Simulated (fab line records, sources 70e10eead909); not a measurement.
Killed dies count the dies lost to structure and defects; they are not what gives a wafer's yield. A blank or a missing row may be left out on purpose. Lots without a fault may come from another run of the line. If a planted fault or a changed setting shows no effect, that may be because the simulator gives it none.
Chamber matching ; flow nandHarc ; NHARC_A_ZERO_WELL_DESCUM_12 on rieDiel-05 has 4 sister chambers
The step chemistry O2, time 3 s. 8 wafers are shown with their chamber, then 12 later ones without.

EACH WAFER AND ITS CHAMBER
wafer;chamber;drypumpMotorCurrentA (A);oesProductAu (a.u.)
L081.6;0;6.4;1.003
L082.1;1;5.6;0.997
L082.5;2;6.2;0.988
L083.1;1;5.6;0.999
L083.5;3;5.0;1.009
L084.1;2;6.1;0.999
L084.5;3;5.0;1.020
L084.6;0;6.5;1.009

WAFERS MISSING THEIR CHAMBER
wafer;drypumpMotorCurrentA (A);oesProductAu (a.u.)
L087.1;5.0;1.002
L087.2;5.6;0.997
L087.3;6.4;0.998
L086.1;5.6;0.998
L086.3;5.0;0.996
L086.5;6.4;0.988
L089.3;5.6;0.995
L089.5;5.5;1.001
L089.6;6.2;0.997
L096.1;5.0;0.991
L096.2;6.2;0.992
L096.3;5.6;1.006

CHAMBER TAKEN BY EACH
wafer;from the rows above;in truth
L087.1;3;3
L087.2;1;1
L087.3;0;0
L086.1;1;1
L086.3;3;3
L086.5;can't be placed: 0 or 2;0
L089.3;1;1
L089.5;1;1
L089.6;2;2
L096.1;3;3
L096.2;2;2
L096.3;1;1
Correct placement for 11 of the 12. Unplaceable from these rows: 1, with the true chamber sitting among the candidates in 1. Placed wrongly: 0.
How it was worked out, from the rows above alone: a wafer's distance from a chamber is the root of the sum, over the readings, of the square of ((its reading less the chamber's mean) divided by the reading's scatter). If the next closest chamber is less than 2 further off than the closest, the wafer can't be placed; otherwise it belongs to the closest. Each chamber's mean is taken over the wafers shown for it. The scatter is the square root of a quotient: the sum, over the shown wafers, of each reading's squared deviation from its chamber's mean, divided by wafers minus chambers.
